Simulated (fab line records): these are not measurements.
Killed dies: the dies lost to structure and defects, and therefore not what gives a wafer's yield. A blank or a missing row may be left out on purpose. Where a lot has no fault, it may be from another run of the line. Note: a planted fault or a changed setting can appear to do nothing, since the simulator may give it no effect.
Which tool did it?    flow n5Finfet    23 lots, 69 wafers sampled, at 6 steps of a route of 1938

WHAT EACH GAUGE READ, for each wafer
N5_FIN_SAQP_OCD_MEAS_76.
lot   measured     on      trenchDepthNm (nm)
L074  day 2 02:37  ocd-01  117.1 116.9 118.1
L075  day 2 09:03  ocd-02  122.3 118.2 121.5
L076  day 2 16:37  ocd-01  116.9 116.8 115.6
L077  day 2 20:36  ocd-01  121.2 121.9 121.9
L078  day 3 02:47  ocd-01  122.0 122.6 120.1
L079  day 3 09:17  ocd-02  120.3 121.0 115.9
L080  day 3 14:18  ocd-02  123.2 118.3 120.8
L081  day 3 20:41  ocd-02  121.3 122.6 116.5
L082  day 4 02:17  ocd-01  117.8 121.4 119.8
L083  day 4 09:25  ocd-01  119.0 121.4 122.0
L084  day 4 17:51  ocd-01  120.3 120.0 120.6
L085  day 4 22:38  ocd-02  119.8 117.8 121.0
L086  day 5 04:29  ocd-01  120.4 116.1 116.6
L087  day 5 09:15  ocd-02  119.3 121.7 122.8
L088  day 5 14:11  ocd-02  114.4 118.2 119.3
L089  day 5 21:10  ocd-02  122.7 121.8 121.4
L090  day 6 02:55  ocd-01  118.3 120.6 121.0
L091  day 6 08:49  ocd-02  121.1 121.4 118.9
L092  day 6 15:34  ocd-01  117.8 119.9 118.4
L093  day 6 21:07  ocd-01  122.0 120.4 119.8
L094  day 7 03:29  ocd-02  119.9 119.9 120.7
L095  day 7 09:42  ocd-02  122.4 121.9 119.6
L096  day 7 14:49  ocd-02  121.5 117.9 118.3

WHAT TOOL EACH LOT RAN ON (gives the tool, then ch and the chambers of the sampled wafers, and finally the start)
lot   N5_FIN_SAQP_PECVD_47            N5_FIN_SAQP_HM_DEP_72           N5_FIN_SAQP_DESCUM_21             N5_FIN_SAQP_SPACER2_ETCHBACK_29   N5_FIN_SAQP_FIN_ETCH_36
L074  pecvd-01 ch 1,2, day 1 21:23    pecvd-02 ch 0,1,2, day 1 21:35  rieDiel-01 ch 0,1,2, day 1 22:24  rieDiel-04 ch 0,2,3, day 2 01:49  rieSi-05 ch 2,3, day 2 02:20
L075  pecvd-04 ch 0,1,2, day 2 03:44  pecvd-01 ch 0,1,2, day 2 03:57  rieDiel-06 ch 1,3, day 2 04:22    rieDiel-04 ch 0,1,2, day 2 08:10  rieSi-02 ch 0,1,3, day 2 08:42
L076  pecvd-02 ch 1,2, day 2 10:23    pecvd-02 ch 1,2, day 2 10:35    rieDiel-01 ch 1,2, day 2 11:03    rieDiel-04 ch 0,2,3, day 2 15:43  rieSi-05 ch 2,3, day 2 16:21
L077  pecvd-02 ch 0,1, day 2 15:09    pecvd-01 ch 0,1,2, day 2 15:21  rieDiel-04 ch 1,2,3, day 2 16:17  rieDiel-06 ch 1,2,3, day 2 19:50  rieSi-02 ch 1,2, day 2 20:23
L078  pecvd-01 ch 0,1, day 2 21:43    pecvd-04 ch 0,1, day 2 21:55    rieDiel-04 ch 0,1, day 2 22:20    rieDiel-01 ch 0,1,2, day 3 01:55  rieSi-01 ch 0,1,2, day 3 02:27
L079  pecvd-01 ch 0,1,2, day 3 03:45  pecvd-02 ch 0,1,2, day 3 03:58  rieDiel-01 ch 0,1,3, day 3 04:31  rieDiel-06 ch 1,2,3, day 3 08:30  rieSi-05 ch 0,1,3, day 3 09:02
L080  pecvd-02 ch 1,2, day 3 09:17    pecvd-01 ch 0,1,2, day 3 09:34  rieDiel-06 ch 0,1,3, day 3 10:07  rieDiel-01 ch 0,2,3, day 3 13:33  rieSi-02 ch 0,1,3, day 3 14:05
L081  pecvd-04 ch 0,1,2, day 3 15:30  pecvd-02 ch 0,1,2, day 3 15:43  rieDiel-01 ch 1,2,3, day 3 16:15  rieDiel-06 ch 1,2,3, day 3 19:55  rieSi-05 ch 0,1,3, day 3 20:28
L082  pecvd-02 ch 0,1,2, day 3 20:42  pecvd-01 ch 0,1, day 3 20:55    rieDiel-06 ch 0,3, day 3 21:47    rieDiel-06 ch 0,1,3, day 4 01:24  rieSi-02 ch 0,1,2, day 4 02:04
L083  pecvd-01 ch 0,2, day 4 04:32    pecvd-02 ch 1,2, day 4 04:45    rieDiel-04 ch 0,2,3, day 4 05:17  rieDiel-04 ch 1,2,3, day 4 08:40  rieSi-02 ch 1,2,3, day 4 09:13
L084  pecvd-04 ch 0,2, day 4 09:53    pecvd-01 ch 0,1,2, day 4 10:08  rieDiel-01 ch 0,1, day 4 10:41    rieDiel-06 ch 0,1,2, day 4 17:06  rieSi-05 ch 0,1, day 4 17:38
L085  pecvd-02 ch 0,1, day 4 17:45    pecvd-01 ch 0,1, day 4 17:57    rieDiel-04 ch 0,2, day 4 18:30    rieDiel-04 ch 0,1,2, day 4 21:52  rieSi-05 ch 0,1,2, day 4 22:25
L086  pecvd-04 ch 0,1, day 4 21:31    pecvd-02 ch 0,1,2, day 4 21:43  rieDiel-06 ch 0,1,3, day 4 22:19  rieDiel-04 ch 1,2,3, day 5 03:44  rieSi-05 ch 0,2,3, day 5 04:16
L087  pecvd-04 ch 0,1, day 5 04:25    pecvd-02 ch 0,2, day 5 04:38    rieDiel-01 ch 1,2, day 5 05:07    rieDiel-01 ch 1,2, day 5 08:30    rieSi-02 ch 1,2,3, day 5 09:02
L088  pecvd-02 ch 0,1, day 5 08:54    pecvd-01 ch 0,1, day 5 09:06    rieDiel-06 ch 1,2,3, day 5 09:58  rieDiel-04 ch 1,2, day 5 13:26    rieSi-05 ch 0,1,3, day 5 13:58
L089  pecvd-01 ch 0,1,2, day 5 15:25  pecvd-02 ch 1,2, day 5 15:37    rieDiel-04 ch 2,3, day 5 16:10    rieDiel-04 ch 0,1,2, day 5 20:14  rieSi-01 ch 0,1,2, day 5 20:56
L090  pecvd-01 ch 0,1,2, day 5 21:22  pecvd-04 ch 0,1,2, day 5 21:35  rieDiel-01 ch 2,3, day 5 22:18    rieDiel-04 ch 0,2,3, day 6 02:10  rieSi-01 ch 1,2,3, day 6 02:41
L091  pecvd-02 ch 1,2, day 6 03:57    pecvd-01 ch 0,2, day 6 04:10    rieDiel-01 ch 1,2, day 6 04:37    rieDiel-06 ch 1,2,3, day 6 08:04  rieSi-01 ch 1,2,3, day 6 08:35
L092  pecvd-01 ch 0,1, day 6 10:13    pecvd-02 ch 0,2, day 6 10:26    rieDiel-04 ch 0,1,2, day 6 10:58  rieDiel-04 ch 0,2, day 6 14:48    rieSi-01 ch 0,3, day 6 15:20
L093  pecvd-01 ch 1,2, day 6 15:52    pecvd-04 ch 0,1, day 6 16:04    rieDiel-01 ch 1,2, day 6 16:46    rieDiel-06 ch 0,1,2, day 6 20:14  rieSi-01 ch 0,1,2, day 6 20:53
L094  pecvd-04 ch 1,2, day 6 21:36    pecvd-01 ch 0,1, day 6 21:49    rieDiel-06 ch 1,2,3, day 6 22:39  rieDiel-06 ch 1,3, day 7 02:42    rieSi-02 ch 0,2, day 7 03:16
L095  pecvd-02 ch 0,1, day 7 03:33    pecvd-04 ch 0,2, day 7 03:46    rieDiel-04 ch 1,2, day 7 04:18    rieDiel-01 ch 1,2, day 7 08:56    rieSi-01 ch 0,1,2, day 7 09:29
L096  pecvd-04 ch 1,2, day 7 09:50    pecvd-01 ch 0,2, day 7 10:03    rieDiel-01 ch 0,1,3, day 7 10:35  rieDiel-01 ch 0,2, day 7 14:04    rieSi-05 ch 0,2,3, day 7 14:35
- N5_FIN_SAQP_PECVD_47: deposits a-Si from SiH4/He, target thk 45 nm, time 36.3 s.
- N5_FIN_SAQP_HM_DEP_72: deposits SiO2 from SiH4/N2O, target thk 12 nm, time 7.2 s.
- N5_FIN_SAQP_DESCUM_21: chemistry O2, time 7.9 s.
- N5_FIN_SAQP_SPACER2_ETCHBACK_29: etches SiO2 in CHF3/O2, target depth 12.2 nm, time 6.1 s.
- N5_FIN_SAQP_FIN_ETCH_36: etches the open film in HBr/Cl2/O2, target depth 120 nm, time 50.4 s.

AS READ BY THE TOOLS THEMSELVES (means over the sampled wafers that have a number; for cases with no such wafer, the mark the record gives instead)
N5_FIN_SAQP_PECVD_47.
lot   tool      heaterPowerW (W)  rfFwdPowerW (W)  showerheadPlenumPTorr (Torr)  throttleValvePct (%)
L074  pecvd-01  848               98.5             5.69                          17.5
L075  pecvd-04  862               98.4             5.61                          18.8
L076  pecvd-02  810               99.2             5.62                          17.7
L077  pecvd-02  878               99.1             5.71                          19.1
L078  pecvd-01  880               98.6             5.63                          18.7
L079  pecvd-01  936               98.9             5.65                          18.1
L080  pecvd-02  839               99.1             5.63                          17.1
L081  pecvd-04  894               98.9             5.62                          18.8
L082  pecvd-02  893               98.9             5.66                          18.1
L083  pecvd-01  894               99.1             5.64                          18.3
L084  pecvd-04  1072              99.1             5.61                          18.1
L085  pecvd-02  874               99.0             5.67                          18.8
L086  pecvd-04  815               99.2             5.66                          18.8
L087  pecvd-04  812               98.9             5.65                          19.0
L088  pecvd-02  780               99.3             5.68                          18.9
L089  pecvd-01  945               99.0             5.65                          18.3
L090  pecvd-01  915               98.6             5.65                          18.2
L091  pecvd-02  785               99.0             5.64                          17.8
L092  pecvd-01  954               98.5             5.63                          18.9
L093  pecvd-01  823               99.0             5.68                          17.5
L094  pecvd-04  1013              98.7             5.60                          18.9
L095  pecvd-02  784               98.9             5.67                          18.8
L096  pecvd-04  1036              98.9             5.61                          18.6

N5_FIN_SAQP_HM_DEP_72.
lot   tool      heaterPowerW (W)  rfFwdPowerW (W)  showerheadPlenumPTorr (Torr)
L074  pecvd-02  843               271.5            8.14
L075  pecvd-01  852               272.5            8.09
L076  pecvd-02  759               273.3            8.04
L077  pecvd-01  872               272.4            8.09
L078  pecvd-04  705               271.1            8.06
L079  pecvd-02  785               271.6            8.13
L080  pecvd-01  900               271.7            8.10
L081  pecvd-02  836               272.2            8.15
L082  pecvd-01  903               272.5            7.99
L083  pecvd-02  801               272.7            8.06
L084  pecvd-01  863               272.2            8.10
L085  pecvd-01  856               272.0            8.01
L086  pecvd-02  839               272.6            8.14
L087  pecvd-02  898               272.3            8.24
L088  pecvd-01  795               271.7            8.01
L089  pecvd-02  736               272.2            8.03
L090  pecvd-04  817               271.3            8.03
L091  pecvd-01  820               272.1            8.07
L092  pecvd-02  902               272.0            8.24
L093  pecvd-04  799               272.4            8.09
L094  pecvd-01  831               273.2            8.03
L095  pecvd-04  822               273.1            8.04
L096  pecvd-01  936               271.9            8.07

N5_FIN_SAQP_DESCUM_21.
lot   tool        drypumpMotorCurrentA (A)  oesProductAu (a.u.)  rfFwdPowerW (W)  rfVppV (V)  showerheadPlenumPTorr (Torr)  throttleValvePct (%)
L074  rieDiel-01  5.7                       0.80                 49.83            244.1       2.13                          20.19
L075  rieDiel-06  5.4                       0.86                 49.09            243.9       2.09                          20.40
L076  rieDiel-01  5.7                       0.86                 49.50            244.2       2.21                          20.15
L077  rieDiel-04  5.9                       0.74                 49.38            244.1       2.16                          20.62
L078  rieDiel-04  6.2                       0.74                 49.54            244.2       2.19                          20.67
L079  rieDiel-01  5.5                       0.80                 49.44            243.2       2.09                          20.23
L080  rieDiel-06  5.2                       0.78                 49.11            242.9       2.10                          20.31
L081  rieDiel-01  5.5                       0.87                 49.57            244.9       2.17                          20.16
L082  rieDiel-06  5.0                       0.73                 49.40            243.0       2.05                          20.21
L083  rieDiel-04  5.8                       0.71                 49.32            243.7       2.15                          20.49
L084  rieDiel-01  5.5                       0.73                 49.62            243.9       2.10                          20.35
L085  rieDiel-04  6.0                       0.73                 49.27            243.3       2.12                          20.50
L086  rieDiel-06  5.3                       0.78                 49.06            243.4       2.09                          20.33
L087  rieDiel-01  5.5                       0.79                 49.67            244.3       2.18                          20.30
L088  rieDiel-06  5.4                       0.77                 49.11            242.4       2.09                          20.36
L089  rieDiel-04  5.8                       0.72                 49.44            244.0       2.12                          20.56
L090  rieDiel-01  5.5                       0.89                 49.47            243.8       2.16                          20.06
L091  rieDiel-01  5.5                       0.78                 49.42            244.3       2.18                          20.32
L092  rieDiel-04  6.1                       0.83                 49.29            244.2       2.15                          20.48
L093  rieDiel-01  5.5                       0.77                 49.45            244.4       2.18                          20.32
L094  rieDiel-06  5.4                       0.75                 49.31            243.8       2.09                          20.37
L095  rieDiel-04  6.0                       0.73                 49.40            243.4       2.12                          20.68
L096  rieDiel-01  5.5                       0.85                 49.47            244.3       2.17                          20.17

N5_FIN_SAQP_SPACER2_ETCHBACK_29.
lot   tool        drypumpMotorCurrentA (A)  oesProductAu (a.u.)  rfFwdPowerW (W)  rfVppV (V)  showerheadPlenumPTorr (Torr)  throttleValvePct (%)
L074  rieDiel-04  5.9                       0.72                 646.1            539         2.46                          18.82
L075  rieDiel-04  6.1                       0.75                 643.7            529         2.47                          18.97
L076  rieDiel-04  5.8                       0.71                 645.4            537         2.46                          18.81
L077  rieDiel-06  5.3                       0.78                 645.3            518         2.42                          18.81
L078  rieDiel-01  5.7                       0.78                 647.8            518         2.45                          18.74
L079  rieDiel-06  5.4                       0.77                 645.7            519         2.42                          18.82
L080  rieDiel-01  5.7                       0.83                 647.0            513         2.43                          18.60
L081  rieDiel-06  5.3                       0.77                 645.4            518         2.41                          18.83
L082  rieDiel-06  5.2                       0.77                 642.6            530         2.40                          18.76
L083  rieDiel-04  5.9                       0.73                 647.2            535         2.47                          19.04
L084  rieDiel-06  5.4                       0.76                 642.9            524         2.46                          18.73
L085  rieDiel-04  6.1                       0.73                 647.2            529         2.46                          19.00
L086  rieDiel-04  5.9                       0.73                 645.6            535         2.47                          19.06
L087  rieDiel-01  5.7                       0.81                 647.9            518         2.52                          18.67
L088  rieDiel-04  6.0                       0.74                 643.3            528         2.45                          19.08
L089  rieDiel-04  6.1                       0.84                 646.3            527         2.46                          18.87
L090  rieDiel-04  5.9                       0.80                 645.4            537         2.45                          18.72
L091  rieDiel-06  5.4                       0.74                 643.4            518         2.41                          18.85
L092  rieDiel-04  6.0                       0.81                 645.3            530         2.42                          18.75
L093  rieDiel-06  5.5                       0.74                 644.6            523         2.45                          18.76
L094  rieDiel-06  5.4                       0.79                 644.3            527         2.39                          18.93
L095  rieDiel-01  5.7                       0.80                 644.7            518         2.52                          18.68
L096  rieDiel-01  5.9                       0.89                 647.4            522         2.56                          18.45

N5_FIN_SAQP_FIN_ETCH_36.
lot   tool      drypumpMotorCurrentA (A)  oesProductAu (a.u.)  rfFwdPowerW (W)  throttleValvePct (%)
L074  rieSi-05  6.0                       0.998                795              36.1
L075  rieSi-02  5.5                       1.014                798              36.1
L076  rieSi-05  5.9                       0.985                795              36.2
L077  rieSi-02  5.9                       1.032                798              35.3
L078  rieSi-01  5.6                       1.006                798              36.0
L079  rieSi-05  5.6                       1.003                797              36.0
L080  rieSi-02  5.5                       1.013                796              36.1
L081  rieSi-05  5.6                       1.011                795              36.0
L082  rieSi-02  5.8                       1.020                797              35.7
L083  rieSi-02  5.6                       1.017                798              35.7
L084  rieSi-05  5.5                       1.022                797              35.8
L085  rieSi-05  5.6                       1.019                795              35.9
L086  rieSi-05  5.9                       1.004                796              36.0
L087  rieSi-02  5.6                       1.028                798              35.7
L088  rieSi-05  5.6                       0.987                794              36.0
L089  rieSi-01  5.5                       1.006                796              36.0
L090  rieSi-01  5.3                       1.014                794              35.9
L091  rieSi-01  5.4                       1.017                796              35.9
L092  rieSi-01  5.7                       0.991                797              35.7
L093  rieSi-01  5.5                       0.997                795              36.0
L094  rieSi-02  5.8                       1.009                794              35.9
L095  rieSi-01  5.5                       1.009                796              36.0
L096  rieSi-05  5.9                       1.006                795              36.0

THE ANSWER, worked out from the rows above alone
Rule: the usual values come from the lots themselves. The widest of any qualifying gaps counts: lots, ordered by their means at a reading, are off when they make up no more than a third of the lots, leave a main group of 4 or more, and stand apart from it by 3 or more times the standard deviation of that group's means. A main group whose means are all the same, to the digits that the tables above print for the reading, isn't used. Also off: a lot with no number at a reading for which 4 or more lots have one. All remaining lots with rows at the step are treated as sound. The gauges are gone through in route order, then the tools' own readings, and for those a lot's mean is taken as printed above. At the first step where some lot is off, the reading lying furthest off is the one used; lots without a number count as furthest.
No lot is off on any of the readings shown, so nothing can be concluded from this.

WHAT THE SIMULATOR HAD PUT IN
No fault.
